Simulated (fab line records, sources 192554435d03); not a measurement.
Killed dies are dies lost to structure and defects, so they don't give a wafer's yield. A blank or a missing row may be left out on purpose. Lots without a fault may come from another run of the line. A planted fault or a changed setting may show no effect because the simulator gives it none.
A struck lot beside a sound one | flow n5_finfet | 16 steps out of a route of 1938
Sound: wafers L799.1, L799.3, L799.6. Struck: wafer L806.3. (L806.5 of the same lot was not struck and is left out.) The cause comes at the end.
At each step with rows: each side's tool, then ch and its chambers, then its first start. Under that, the readings that differ: sound wafers | struck wafers | difference of the means | sigmas: that difference in standard deviations of wafers without a fault.
alike: readings whose means differ by less than 2 such deviations, and words and numbers that are the same on both sides. not compared: withheld readings, readings that some wafer has no value for, bounds like >300 that may hide the same value, and numbers for which the record gives no deviation and whose values overlap.
The two part at a step that has a row with sigmas, a row that says differs or no value, or rows on one side only. Numbers that don't overlap but have no deviation are shown without sigmas and don't part them. A reading that every wafer of one side lacks parts them only if that side has two wafers or more.

first, 5 steps without rows for these wafers: N5_MOL_CONTACT_COAG_EBR_36; N5_MOL_CONTACT_COAG_SOFTBAKE_35 (time 60 s); N5_MOL_CONTACT_COAG_EXPOSE_37 (exposes mask VD, defocus 0 nm); N5_MOL_CONTACT_COAG_PEB_38 (peb time 60 s); N5_MOL_CONTACT_COAG_DEVELOP_39 (develop time 30 s).
N5_MOL_CONTACT_COAG_CD_MEAS_40: target cd 25.1 nm.
  sound on cd_sem-01 ch 0, day 6 21:37; struck on cd_sem-03 ch 0, day 8 22:04
  alike: cd_nm
N5_MOL_CONTACT_COAG_OVL_MEAS_41:
  sound on overlay-01 ch 0, day 6 21:39; struck on overlay-01 ch 0, day 8 22:06
  reading     | sound       | struck | difference | sigmas
  VD_OVL (nm) | 1.5 1.7 1.3 | -0.3   | -1.8       | -2
N5_MOL_CONTACT_COAG_INSPECT_42: inspects for defects (brightfield).
  sound on defect_inspect-01, day 6 21:43; struck on defect_inspect-02, day 8 22:08
  alike: raw_defect_count
N5_MOL_CONTACT_COAG_DESCUM_45: chemistry O2, time 7 s.
  sound on rie_diel-06 ch 2,3, day 6 21:45; struck on rie_diel-03 ch 2, day 8 22:27
  alike: drypump_motor_current_A, oes_product_au, rf_vpp_V, showerhead_plenum_p_Torr, throttle_valve_pct
  not compared: rf_hours_counter_h
N5_MOL_CONTACT_COAG_ETCH_65: etches underlayer in N2/H2, target depth 13 nm, time 10.4 s.
  sound on rie_diel-06 ch 2,3, day 6 21:47; struck on rie_diel-03 ch 2, day 8 22:29
  alike: drypump_motor_current_A, etch_rf_on_time_s, oes_product_au, rf_vpp_V, showerhead_plenum_p_Torr, throttle_valve_pct
  not compared: rf_hours_counter_h
N5_MOL_CONTACT_COAG_ETCH_66: etches SiARC in CF4, target depth 13 nm, time 21.7 s.
  sound on rie_diel-06 ch 2,3, day 6 21:48; struck on rie_diel-03 ch 2, day 8 22:30
  reading                | sound             | struck | difference | sigmas
  throttle_valve_pct (%) | 15.19 15.63 15.19 | 15.88  | +0.54      | +2
  alike: drypump_motor_current_A, etch_rf_on_time_s, oes_product_au, rf_vpp_V, showerhead_plenum_p_Torr
  not compared: rf_hours_counter_h
N5_MOL_CONTACT_COAG_ALD_133: deposits SiO2, target thk 5 nm, pulse time 1 s, co reactant pulse time 1 s.
  sound on ald_sin-01 ch 0,3, day 6 21:53; struck on ald_sin-01 ch 3, day 8 22:58
  alike: heater_power_w, precursor_pulse_height_rel
N5_MOL_CONTACT_COAG_ETCHBACK_134: etches SiO2 in CHF3, target depth 10 nm, time 6.7 s.
  sound on rie_diel-06 ch 1,3, day 6 22:04; struck on rie_diel-01 ch 3, day 8 23:09
  reading                                               | sound          | struck | difference | sigmas
  drypump_motor_current_A (A)                           | 4.9 5.4 4.9    | 6.5    | +1.4       | +3
  oes_product_au (a.u.)                                 | 0.83 0.81 0.84 | 1.07   | +0.24      | +3
  showerhead_plenum_p_Torr (Torr)                       | 2.31 2.41 2.31 | 2.51   | +0.17      | +2
  model.CAR-EUV_of_MOL_CONTACT_COAG_COAT_34.thk_nm (nm) | 15.8 15.6 15.6 | 15.2   | -0.5       |
  alike: oes_ar_750_au, rf_vpp_V, throttle_valve_pct
  not compared: rf_hours_counter_h
N5_MOL_CONTACT_COAG_ETCH_67: etches SOC in N2/H2, target depth 60 nm, overetch 21 nm, time 101.2 s.
  sound on rie_diel-06 ch 1,3, day 6 22:05; struck on rie_diel-01 ch 3, day 8 23:11
  reading                         | sound          | struck | difference | sigmas
  drypump_motor_current_A (A)     | 4.9 5.4 4.9    | 6.5    | +1.4       | +3
  showerhead_plenum_p_Torr (Torr) | 2.48 2.56 2.48 | 2.69   | +0.18      | +2
  alike: oes_product_au, rf_vpp_V, throttle_valve_pct
  not compared: rf_hours_counter_h
-- the record jumps here: 3 days lie between the struck wafers' starts before and after (it left off in module MOL_CONTACT_COAG and takes up again in module BEOL_M4, whose first step shown is number 1111 of the route) --
N5_BEOL_M4_RC_MEAS_101:
  sound on prober-02 ch 0, day 9 06:01; struck on prober-01 ch 0, day 11 14:00
  alike: DIBL_N, DIBL_P, IOFF_N, IOFF_P, ION_N, ION_P, SS_N, SS_P, VT_N, VT_P
then, 1 step without rows for these wafers: N5_PASSIVATION_PROBE_49.

WHERE THEY PART
First at N5_MOL_CONTACT_COAG_OVL_MEAS_41; last, within this record, at N5_MOL_CONTACT_COAG_ETCH_67. Later steps at which nothing parts them and some readings are alike: N5_BEOL_M4_RC_MEAS_101.

WHY: what the simulator had put in
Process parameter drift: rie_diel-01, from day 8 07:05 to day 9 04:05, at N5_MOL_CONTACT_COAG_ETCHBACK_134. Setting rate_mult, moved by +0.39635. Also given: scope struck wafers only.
